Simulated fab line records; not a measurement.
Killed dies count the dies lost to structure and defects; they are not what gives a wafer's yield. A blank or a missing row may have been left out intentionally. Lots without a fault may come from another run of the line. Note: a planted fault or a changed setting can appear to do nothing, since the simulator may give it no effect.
Chamber matching + flow nand harc + 4 sister chambers for NHARC_P_GATE_STRIP_101 on rie diel-01
The step strips in O2, time 20 s. 8 wafers are shown with their chamber, then 9 later ones without.

## WAFERS WITH THEIR CHAMBER
| wafer  | chamber | drypump motor current A (A) | rf vpp V (V) |
|--------|---------|-----------------------------|--------------|
| L082.3 | 1       | 5.4                         | 57.3         |
| L082.5 | 2       | 5.8                         | 58.2         |
| L085.3 | 0       | 6.1                         | 57.1         |
| L085.4 | 2       | 5.7                         | 59.6         |
| L085.5 | 3       | 5.8                         | 57.6         |
| L086.3 | 3       | 5.8                         | 58.9         |
| L086.5 | 1       | 5.4                         | 57.4         |
| L086.6 | 0       | 6.0                         | 56.9         |

## WAFERS WITH NO CHAMBER GIVEN
| wafer  | drypump motor current A (A) | rf vpp V (V) |
|--------|-----------------------------|--------------|
| L090.3 | 5.4                         | 57.5         |
| L090.5 | 5.9                         | 59.3         |
| L090.6 | 6.0                         | 57.9         |
| L094.2 | 5.9                         | 57.6         |
| L094.3 | 5.4                         | 57.3         |
| L094.4 | 6.0                         | 57.1         |
| L097.1 | 6.0                         | 56.4         |
| L097.3 | 5.4                         | 59.5         |
| L097.5 | 6.1                         | 56.7         |

## THE CHAMBER EACH PASSED THROUGH
| wafer  | from the rows above          | in truth |
|--------|------------------------------|----------|
| L090.3 | 1                            | 1        |
| L090.5 | can't be placed: 3 or 2 or 0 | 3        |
| L090.6 | 0                            | 0        |
| L094.2 | can't be placed: 3 or 0 or 2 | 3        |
| L094.3 | 1                            | 1        |
| L094.4 | 0                            | 0        |
| L097.1 | 0                            | 0        |
| L097.3 | 1                            | 1        |
| L097.5 | 0                            | 0        |
Correct placement for 7 of the 9. These rows do not allow placing 2 (true chamber among the candidates in 2). Placed wrongly: 0.
How it was worked out, from the rows above alone: a wafer's distance from a chamber is the root of the sum, over the readings, of the square of ((its reading less the chamber's mean) divided by the reading's scatter). The wafer belongs to the nearest chamber; if the next one is less than 2 further off, it can't be placed. The mean given for a chamber averages the wafers shown for that chamber. The scatter is the square root of a quotient: the sum, over the shown wafers, of each reading's squared deviation from its chamber's mean, divided by wafers minus chambers.
